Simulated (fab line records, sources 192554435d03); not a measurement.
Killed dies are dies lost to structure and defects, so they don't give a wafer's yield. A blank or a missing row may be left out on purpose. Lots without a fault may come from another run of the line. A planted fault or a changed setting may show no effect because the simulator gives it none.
Split-lot experiment | flow n5_finfet | 7 lots, 21 wafers read, on a route of 1938 steps

THE SPLIT
At N5_BEOL_M4_COAT_61 (time 60 s, resist thk 60 nm), the setting spin_rpm was moved away from the recipe's 1500 rpm on 8 of the 21 wafers read, by -7.1% to +9.5%. The other wafers ran this setting at the recipe's value.

FROM THE SPLIT TO THE READING: what the file shows between them, 8 steps
- N5_BEOL_M4_COAT_62: time 60 s, resist thk 12 nm
- N5_BEOL_M4_COAT_73: time 60 s, resist thk 5 nm
- N5_BEOL_M4_ETCH_74: etches underlayer in N2/H2, target depth 6.5 nm, time 5.2 s
- N5_BEOL_M4_ETCH_63: etches SiARC in CF4, target depth 15.6 nm, time 26 s
- N5_BEOL_M4_ETCH_64: etches SOC in N2/H2, target depth 75 nm, overetch 22.5 nm, time 121.9 s
- N5_BEOL_M4_STRIP_65: strips in N2/H2
- N5_BEOL_M4_STRIP_75: strips in N2/H2
- N5_BEOL_M4_STRIP_66: strips in CF4

THE READING
SOC_of_BEOL_M4_COAT_61.thk_nm (the simulator's own value, which no gauge read), in nm, at N5_BEOL_M4_HM_OPEN_17 (chemistry Cl2/BCl3, target TiN, target depth 20 nm, overetch 6 nm). The file gives no usual value for it. The 13 wafers here that ran the recipe average 52.1 nm, standard deviation 0.22 nm.

wafer  | tool, chamber at the split | spin_rpm as run, rpm | against the recipe | SOC_of_BEOL_M4_COAT_61.thk_nm, nm | against lot-mates on the recipe
L077.1 | litho_track-04, 0          | 1584                 | +5.6%              | 50.6                              | -1.6
L077.5 | litho_track-04, 0          | 1584                 | +5.6%              | 50.6                              | -1.6
L077.2 | litho_track-04, 0          | 1500                 | recipe             | 52.2                              | -
L078.1 | litho_track-01, 0          | 1500                 | recipe             | 52.2                              | -
L078.2 | litho_track-01, 0          | 1500                 | recipe             | 52                                | -
L078.4 | litho_track-01, 0          | 1500                 | recipe             | 52.4                              | -
L079.2 | litho_track-03, 0          | 1500                 | recipe             | 51.8                              | -
L079.6 | litho_track-03, 0          | 1500                 | recipe             | 51.8                              | -
L079.5 | litho_track-03, 0          | 1639                 | +9.3%              | 49.4                              | -2.4
L080.3 | litho_track-01, 0          | 1500                 | recipe             | 51.8                              | -
L080.4 | litho_track-01, 0          | 1500                 | recipe             | 52.2                              | -
L080.6 | litho_track-01, 0          | 1500                 | recipe             | 52                                | -
L085.2 | litho_track-01, 0          | 1500                 | recipe             | 52.4                              | -
L085.6 | litho_track-01, 0          | 1500                 | recipe             | 52.4                              | -
L085.5 | litho_track-01, 0          | 1634                 | +8.9%              | 49.6                              | -2.8
L092.3 | litho_track-04, 0          | 1394                 | -7.1%              | 54.6                              | +2.4
L092.4 | litho_track-04, 0          | 1394                 | -7.1%              | 54.2                              | +2.0
L092.6 | litho_track-04, 0          | 1500                 | recipe             | 52.2                              | -
L094.2 | litho_track-01, 0          | 1500                 | recipe             | 52                                | -
L094.3 | litho_track-01, 0          | 1643                 | +9.5%              | 49.8                              | -2.2
L094.6 | litho_track-01, 0          | 1643                 | +9.5%              | 49.2                              | -2.8

THE FIT
A straight line over all 21 wafers: SOC_of_BEOL_M4_COAT_61.thk_nm changes by -0.291 nm for each +1% of spin_rpm; r = -0.99; the points scatter about the line by 0.23 nm.
The same after taking each lot's own level away (the mean of its wafers on the recipe; 21 wafers): -0.285 nm for each +1%; r = -0.99; scatter 0.19 nm.
On that fit, the largest move of spin_rpm shifts the reading by 2.7 nm.
The lots' own levels span 51.80 to 52.40 nm, that is 2.8 times the standard deviation above.
So the lot-to-lot level changes the slope little: the two slopes agree.
Check: with one of the wafers moved furthest among these (+9.5%) left out of the fit, the line predicts -2.79 nm for it against its lot-mates. It came out at -2.2 nm against them.

THE WHOLE CHAIN: every reading that the file lists as answering this split, in the file's order
step                  | what it does                                                            | reading                                                                        | change (the file's fit)               | r (the file's)
N5_BEOL_M4_COAT_61    | time 60 s, resist thk 60 nm                                             | SOC_of_BEOL_M4_COAT_61.thk_nm (the simulator's own value, which no gauge read) | -0.293 nm for each +1% of the setting | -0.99
N5_BEOL_M4_ETCH_64    | etches SOC in N2/H2, target depth 75 nm, overetch 22.5 nm, time 121.9 s | etch.depth_nm (the simulator's own value, which no gauge read)                 | -0.286 nm for each +1% of the setting | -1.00
N5_BEOL_M4_HM_OPEN_17 | chemistry Cl2/BCl3, target TiN, target depth 20 nm, overetch 6 nm       | SOC_of_BEOL_M4_COAT_61.thk_nm (the simulator's own value, which no gauge read) | -0.283 nm for each +1% of the setting | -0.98

THE FILE'S OWN FIT
SOC_of_BEOL_M4_COAT_61.thk_nm changes by -0.283 nm for each +1% of spin_rpm, r = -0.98.
